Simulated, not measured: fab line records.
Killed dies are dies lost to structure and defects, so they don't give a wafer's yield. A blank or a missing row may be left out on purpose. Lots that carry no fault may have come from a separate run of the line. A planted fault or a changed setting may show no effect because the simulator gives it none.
A struck lot beside a sound one | flow n5_finfet | 15 steps out of a route of 1938
Sound: wafers L727.1, L727.2, L727.5. Struck: wafer L746.6. (L746.3, L746.5 of the same lot were not struck and are left out.) The cause comes at the end.
For every step that has rows: the tool of each side, followed by ch and its chambers, followed by its first start. Under that, the readings that differ: sound wafers | struck wafers | difference of the means | sigmas: that difference in standard deviations of wafers without a fault.
alike: readings with means less than 2 such deviations apart, plus words and numbers identical on both sides. not compared: withheld readings, readings lacking a value on some wafer, bounds such as >300 that could conceal the same value, and numbers that have no deviation in the record and whose values overlap.
A row with sigmas, a row that says differs or no value, or rows on one side alone: a step with any of these is where the two part. Numbers that don't overlap but have no deviation are shown without sigmas and don't part them. A reading missing from all wafers of one side parts the sides only when that side holds two or more wafers.

first, 7 steps without rows for these wafers: N5_MIM_BOT_LITHO_COAT_02; N5_MIM_BOT_LITHO_EBR_04; N5_MIM_BOT_LITHO_SOFTBAKE_03 (time 90 s); N5_MIM_BOT_LITHO_EXPOSE_05 (exposes mask MIM BOT); N5_MIM_BOT_LITHO_PEB_06; N5_MIM_BOT_LITHO_DEVELOP_07 (develop time 60 s); N5_MIM_BOT_LITHO_HARDBAKE_09 (time 120 s).
N5_MIM_BOT_LITHO_CD_MEAS_08: the cd target is 3000 nm.
  sound on cd_sem-01 ch 0, day 12 07:19; struck on cd_sem-01 ch 0, day 18 01:34
  alike: cd_nm
N5_MIM_BOT_LITHO_OVL_MEAS_11:
  sound on overlay-01 ch 0, day 12 07:21; struck on overlay-02 ch 0, day 18 01:35
  alike: MIM_BOT_OVL
N5_MIM_BOT_LITHO_INSPECT_12: inspects for defects (macro).
  sound on defect_inspect-02 at day 12 07:22; struck on defect_inspect-02 at day 18 01:37
  alike: raw_defect_count
N5_MIM_BOT_LITHO_DESCUM_10: chemistry O2, time 7.9 s.
  sound on rie_diel-06 ch 2,3, day 12 07:25; struck on rie_diel-03 ch 3, day 18 01:39
  alike: drypump_motor_current_A, oes_product_au, rf_vpp_V, showerhead_plenum_p_Torr, throttle_valve_pct
  not compared: rf_hours_counter_h
N5_MIM_BOT_ETCH_ETCH_04: etches SiNx in CF4/O2, target depth 26 nm, time 13 s.
  sound on rie_diel-06 ch 2,3, day 12 07:28; struck on rie_diel-03 ch 3, day 18 01:43
  alike: bias_w, drypump_motor_current_A, oes_product_au, rf_vpp_V, showerhead_plenum_p_Torr, throttle_valve_pct
  not compared: rf_hours_counter_h
N5_MIM_BOT_ETCH_ETCH_03: etches the open film in Cl2/BCl3, target depth 12 nm.
  sound on rie_metal-03 ch 0,1, day 12 07:34; struck on rie_metal-03 ch 1, day 18 01:50
  reading                              | sound             | struck | difference | sigmas
  model.etch.depth_nm (nm)             | 12.05 11.88 11.77 | 9.915  | -1.985     |
  model.MIM_BOT_ETCH.cd_offset_nm (nm) | 0 0 0             | 0.6    | +0.6       |
  alike: bias_w, drypump_motor_current_A, he_backside_leak_sccm, oes_product_au, throttle_valve_pct
  not compared: rf_hours_counter_h
N5_MIM_BOT_ETCH_ETCH_00: etches TiN in Cl2/BCl3, target depth 45.5 nm.
  sound on rie_metal-03 ch 0,1, day 12 07:39; struck on rie_metal-03 ch 1, day 18 01:56
  reading                              | sound | struck | difference | sigmas
  model.MIM_BOT_ETCH.cd_offset_nm (nm) | 0 0 0 | 0.6    | +0.6       |
  alike: bias_w, drypump_motor_current_A, he_backside_leak_sccm, oes_product_au, throttle_valve_pct
  not compared: rf_hours_counter_h
N5_MIM_BOT_ETCH_STRIP_01: strips in O2.
  sound on rie_diel-04 ch 0,1,3, day 12 08:02; struck on rie_diel-06 ch 1, day 18 02:05
  reading                         | sound          | struck | difference | sigmas
  oes_product_au (a.u.)           | 0.79 0.81 0.87 | 0.68   | -0.14      | -2
  showerhead_plenum_p_Torr (Torr) | 2.22 2.12 2.14 | 1.98   | -0.18      | -3
  alike: drypump_motor_current_A, rf_vpp_V, throttle_valve_pct
  not compared: rf_hours_counter_h

WHERE THEY PART
Only at N5_MIM_BOT_ETCH_STRIP_01, as far as this record shows.

WHY: what the simulator had put in
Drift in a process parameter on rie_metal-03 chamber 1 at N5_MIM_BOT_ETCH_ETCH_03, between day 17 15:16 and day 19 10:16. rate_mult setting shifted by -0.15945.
